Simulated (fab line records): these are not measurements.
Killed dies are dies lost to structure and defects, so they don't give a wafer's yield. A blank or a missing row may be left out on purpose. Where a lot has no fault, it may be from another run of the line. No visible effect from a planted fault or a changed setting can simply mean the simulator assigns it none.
Chamber matching ; flow n5-finfet ; rie-diel-02 running N5_BEOL_M3_VIA_ETCH_34: 4 sister chambers
The step etches the open film in C4F6/O2, target depth 69.4 nm, time 65.9 s. 4 wafers are shown with their chamber, then 8 later ones without.

## WAFERS, EACH WITH ITS CHAMBER
wafer;chamber;rf-vpp-V (V)
L082.3;1;658
L087.5;3;642
L087.6;2;688
L086.2;0;674

## WAFERS WITH NO CHAMBER GIVEN
wafer;rf-vpp-V (V)
L086.4;640
L086.6;658
L092.1;657
L092.4;675
L092.6;686
L096.4;659
L096.5;675
L096.6;641

## WHICH CHAMBER EACH ONE RAN IN
wafer;from the rows above;in truth
L086.4;3;3
L086.6;1;1
L092.1;1;1
L092.4;0;0
L092.6;2;2
L096.4;1;1
L096.5;0;0
L096.6;3;3
Correct placement for 8 of the 8. Left unplaced by these rows: 0. Placed wrongly: 0.
How it was worked out, from the rows above alone: a wafer's distance from a chamber is the root of the sum, over the readings, of the square of ((its reading less the chamber's mean) divided by the reading's scatter). The wafer belongs to the nearest chamber; if the next one is less than 2 further off, it can't be placed. Each chamber's mean is taken over the wafers shown for it. The scatter (one wafer shown for each chamber): square how far every hidden wafer sits from the nearest shown wafer, average those squares and take the square root.
